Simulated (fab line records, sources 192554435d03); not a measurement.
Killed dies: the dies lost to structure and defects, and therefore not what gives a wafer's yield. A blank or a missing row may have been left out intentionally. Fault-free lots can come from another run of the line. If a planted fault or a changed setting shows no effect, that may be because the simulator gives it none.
Lot-split experiment	flow n5_finfet	7 lots, 21 wafers read, on a route of 1938 steps

ON THE SPLIT
At N5_PASSIVATION_VIA_ETCH_13 (etches SiO2 in CHF3/O2, target depth 660 nm, time 330 s), the setting bias_w was moved away from the recipe's 170 W on 9 of the 21 wafers read, by +9.2% to +13.5%. This setting was run at the recipe's value on the other wafers.

The reading is taken at the split's own step.

THE READING
rf_vpp_V, in V, at N5_PASSIVATION_VIA_ETCH_13 (etches SiO2 in CHF3/O2, target depth 660 nm, time 330 s). On this fab line, fault-free wafers typically give 526 V with a standard deviation of 6.7 V.

wafer	tool, chamber at the split	bias_w as run, W	against the recipe	rf_vpp_V, V	against lot-mates on the recipe
L076.3	rie_diel-05, 2	191.4	+12.6%	562	+36
L076.4	rie_diel-05, 0	191.4	+12.6%	592	+66
L076.5	rie_diel-05, 3	170	recipe	526	-
L079.1	rie_diel-03, 0	189.1	+11.2%	578	+49
L079.5	rie_diel-03, 1	189.1	+11.2%	570	+41
L079.6	rie_diel-03, 2	170	recipe	529	-
L085.1	rie_diel-05, 3	170	recipe	525	-
L085.3	rie_diel-05, 1	170	recipe	526	-
L085.5	rie_diel-05, 0	170	recipe	537	-
L087.3	rie_diel-05, 2	170	recipe	518	-
L087.4	rie_diel-05, 1	170	recipe	526	-
L087.5	rie_diel-05, 3	170	recipe	525	-
L088.3	rie_diel-05, 1	170	recipe	526	-
L088.4	rie_diel-05, 2	192.9	+13.5%	573	+47
L088.5	rie_diel-05, 2	192.9	+13.5%	574	+48
L086.1	rie_diel-06, 2	185.6	+9.2%	571	+48
L086.2	rie_diel-06, 3	185.6	+9.2%	553	+30
L086.3	rie_diel-06, 1	170	recipe	523	-
L089.1	rie_diel-03, 3	170	recipe	528	-
L089.4	rie_diel-03, 2	170	recipe	527	-
L089.5	rie_diel-03, 0	186.5	+9.7%	572	+44

THE FIT
A straight line over all 21 wafers: rf_vpp_V changes by +3.93 V for each +1% of bias_w; r = +0.96; the points scatter about the line by 7.3 V.
The same after taking each lot's own level away (the mean of its wafers on the recipe; 21 wafers): +3.93 V for each +1%; r = +0.96; scatter 6.9 V.
According to that fit, moving bias_w by its largest amount changes the reading by 53 V.
The span of the lots' own levels, 523.0 to 529.3 V, comes to 0.9 times the standard deviation stated above.
Hence the lot-to-lot level has little effect on the slope; both slopes agree.
Check: +54.3 V against its lot-mates is what the line predicts for one of the wafers moved furthest among these (+13.5%) when that wafer is left out of the fit. Against them it came out at +47 V.
Tool readings at the split's step, against how far the setting was moved: rf_vpp_V r = +0.96.

OTHER SPLITS ON THESE WAFERS
Before the reading, these wafers also passed through other splits. Each is held against what the fit with the lots' levels taken away leaves over:
other split on the same wafers	wafers away from the commonest value	r with rf_vpp_V (lot level and that fit taken away)
N5_BEOL_M13_ETCH_59 time_s	5	+0.37
N5_BEOL_M14_DEP_53 time_s	8	-0.04
N5_BEOL_M15_SPUTTER_44 power_w	8	-0.22

FILE'S OWN FIT
rf_vpp_V changes by +3.99 V for each +1% of bias_w, r = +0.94.
